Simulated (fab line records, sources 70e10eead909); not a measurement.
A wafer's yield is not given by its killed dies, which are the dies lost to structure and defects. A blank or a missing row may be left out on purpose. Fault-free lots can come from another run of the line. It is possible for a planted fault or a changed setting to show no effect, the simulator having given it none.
Which tool did it? :: flow nand-harc :: 6 lots with 18 wafers sampled at 5 steps, on a route of 1159 steps

== WHAT THE GAUGES READ, wafer by wafer ==
NHARC_END_SORT_01.
lot: L815
measured: day 23 05:50
on: prober-01
killed-at-array: 671 669 671

== EACH LOT AND THE TOOL THAT RAN IT (in order: tool; ch and the chambers of the sampled wafers; start) ==
lot: L804
NHARC_A_STAIRCASE_ETCHBACK_157: rie-diel-11 ch 0,1,3, day 14 11:10
NHARC_A_STAIRCASE_CMP_472: cmp-03 ch 0,1,3, day 14 11:44
NHARC_A_SGD_CUT_DESCUM_14: rie-diel-10 ch 0,3, day 14 12:55
NHARC_A_SLIT_DEP_23: pecvd-01 ch 1,2, day 14 23:11

lot: L807
NHARC_A_STAIRCASE_ETCHBACK_157: rie-diel-04 ch 0,2,3, day 15 07:36
NHARC_A_STAIRCASE_CMP_472: cmp-03 ch 0,2,3, day 15 08:22
NHARC_A_SGD_CUT_DESCUM_14: rie-diel-10 ch 1,2,3, day 15 09:32
NHARC_A_SLIT_DEP_23: pecvd-03 ch 0,1,2, day 15 21:56

lot: L815
NHARC_A_STAIRCASE_ETCHBACK_157: rie-diel-11 ch 2,3, day 17 09:02
NHARC_A_STAIRCASE_CMP_472: cmp-04 ch 0,3, day 17 09:38
NHARC_A_SGD_CUT_DESCUM_14: rie-diel-02 ch 0,1,2, day 17 10:59
NHARC_A_SLIT_DEP_23: pecvd-01 ch 0,1,2, day 17 20:48

lot: L822
NHARC_A_STAIRCASE_ETCHBACK_157: rie-diel-05 ch 0,1,3, day 18 07:26
NHARC_A_STAIRCASE_CMP_472: cmp-04 ch 1,2, day 18 08:03
NHARC_A_SGD_CUT_DESCUM_14: rie-diel-10 ch 0,1, day 18 09:24
NHARC_A_SLIT_DEP_23: pecvd-03 ch 0,1,2, day 18 21:31

lot: L819
NHARC_A_STAIRCASE_ETCHBACK_157: rie-diel-11 ch 0,1,3, day 18 08:46
NHARC_A_STAIRCASE_CMP_472: cmp-03 ch 0,1, day 18 09:22
NHARC_A_SGD_CUT_DESCUM_14: rie-diel-02 ch 2,3, day 18 10:42
NHARC_A_SLIT_DEP_23: pecvd-03 ch 1,2, day 18 23:26

lot: L823
NHARC_A_STAIRCASE_ETCHBACK_157: rie-diel-04 ch 0,1,3, day 19 03:50
NHARC_A_STAIRCASE_CMP_472: cmp-04 ch 1,2, day 19 04:23
NHARC_A_SGD_CUT_DESCUM_14: rie-diel-10 ch 1,2, day 19 05:56
NHARC_A_SLIT_DEP_23: pecvd-02 ch 1,2, day 19 17:16
- NHARC_A_STAIRCASE_ETCHBACK_157: etches the open film in CH3F/O2, target depth 90 nm, time 167.14 s.
- NHARC_A_STAIRCASE_CMP_472: polishes SiO2.
- NHARC_A_SGD_CUT_DESCUM_14: chemistry O2, time 3 s.
- NHARC_A_SLIT_DEP_23: deposits SiON, target thk 100 nm.

== THE ANSWER, worked out from the rows above alone ==
Rule: the lots themselves supply what counts as usual. Put in order of their means at a reading, lots are off if they are a third of the lots or fewer, leave a main group of 4 or more, and stand apart from it by a gap of 3 or more times the standard deviation of the main group's means; of several such gaps the widest counts. A main group is skipped when, at the precision printed for the reading in the tables above, its means are all equal. Also off: a lot with no number at a reading for which 4 or more lots have one. Any other lot the step has rows for is counted as sound.
No lot is off at any reading shown: from this, nothing can be told.

== WHAT THE SIMULATOR HAD PUT IN ==
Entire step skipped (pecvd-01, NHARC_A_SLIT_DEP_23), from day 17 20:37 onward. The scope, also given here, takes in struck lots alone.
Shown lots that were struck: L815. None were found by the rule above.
